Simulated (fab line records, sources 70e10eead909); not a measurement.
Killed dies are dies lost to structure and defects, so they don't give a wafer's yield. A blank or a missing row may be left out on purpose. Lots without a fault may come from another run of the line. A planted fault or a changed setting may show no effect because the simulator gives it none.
Chamber matching | flow nand_harc | NHARC_A_BLC_CMP_25 on cmp-02: 4 sister chambers
The step polishes, t overpolish 30 s, target thk 150 nm. 22 wafers are shown with their chamber, then 11 later ones without.

WAFERS WITH THEIR CHAMBER
wafer  | chamber | motor_current_A (A) | time_to_endpoint_s (s) | overpolish_run_s (s)
L589.1 | 2       | 11.3                | 30.0                   | 29.990
L589.5 | 0       | 11.9                | 27.9                   | 29.999
L589.6 | 3       | 11.4                | 29.2                   | 30.000
L592.1 | 0       | 12.9                | 27.9                   | 29.997
L592.4 | 3       | 10.8                | 29.0                   | 30.001
L592.6 | 0       | 11.8                | 27.9                   | 29.998
L594.1 | 3       | 11.0                | 29.0                   | 30.010
L594.2 | 2       | 11.2                | 30.2                   | 30.000
L594.5 | 1       | 12.4                | 27.4                   | 30.020
L596.3 | 2       | 10.7                | 26.7                   | 29.997
L596.4 | 3       | 11.1                | 29.7                   | 29.992
L596.6 | 2       | 10.9                | 29.8                   | 30.001
L599.2 | 1       | 12.7                | 29.7                   | 30.003
L599.3 | 0       | 12.4                | 30.1                   | 29.998
L599.6 | 2       | 10.6                | 34.1                   | 29.993
L601.3 | 1       | 11.6                | 30.3                   | 30.021
L601.5 | 1       | 12.3                | 33.0                   | 30.011
L601.6 | 0       | 13.2                | 26.0                   | 30.007
L608.1 | 3       | 10.9                | 29.8                   | 30.012
L608.2 | 2       | 11.1                | 31.3                   | 30.015
L608.3 | 0       | 12.6                | 28.2                   | 29.995
L610.1 | 1       | 12.6                | 30.3                   | 29.998

SIGNATURES (means of the wafers above)
reading            | chamber 0 | chamber 1 | chamber 2 | chamber 3 | scatter within a chamber
motor_current_A    | 12.467    | 12.320    | 10.967    | 11.040    | 0.399
time_to_endpoint_s | 28.000    | 30.140    | 30.350    | 29.340    | 1.73
overpolish_run_s   | 29.99900  | 30.01060  | 29.99933  | 30.00300  | 0.00797
Rule: a wafer's distance from a chamber is the root of the sum, over the readings, of the square of ((its reading less the chamber's mean) divided by the reading's scatter). The wafer belongs to the nearest chamber; if the next one is less than 2 further off, it can't be placed. The scatter: the root of (the sum of the squares of (reading less its chamber's mean) over the shown wafers, divided by (wafers less chambers)).

WAFERS WITHOUT THEIR CHAMBER
wafer  | motor_current_A (A) | time_to_endpoint_s (s) | overpolish_run_s (s)
L610.2 | 10.7                | 28.7                   | 29.999
L610.4 | 12.1                | 27.6                   | 30.009
L609.4 | 11.4                | 31.0                   | 29.991
L609.5 | 10.4                | 35.4                   | 29.989
L609.6 | 12.1                | 29.9                   | 29.989
L611.3 | 12.5                | 30.0                   | 30.003
L611.4 | 12.9                | 32.2                   | 29.991
L611.5 | 12.2                | 28.5                   | 30.002
L612.4 | 11.1                | 29.9                   | 30.005
L612.5 | 11.2                | 32.0                   | 29.997
L612.6 | 12.8                | 31.4                   | 29.988

WHICH CHAMBER EACH WENT THROUGH
wafer  | from the rows above               | in truth
L610.2 | can't be placed: 3 or 2           | 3
L610.4 | can't be placed: 0 or 1 or 3 or 2 | 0
L609.4 | can't be placed: 2 or 3 or 0 or 1 | 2
L609.5 | can't be placed: 2 or 3           | 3
L609.6 | can't be placed: 0 or 1 or 2 or 3 | 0
L611.3 | can't be placed: 1 or 0           | 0
L611.4 | can't be placed: 0 or 1           | 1
L611.5 | can't be placed: 0 or 1           | 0
L612.4 | can't be placed: 3 or 2           | 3
L612.5 | can't be placed: 2 or 3           | 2
L612.6 | can't be placed: 0 or 1           | 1
Placed correctly: 0 of 11. Can't be placed from these rows: 11 (the true chamber is among the candidates in 11). Placed wrongly: 0.
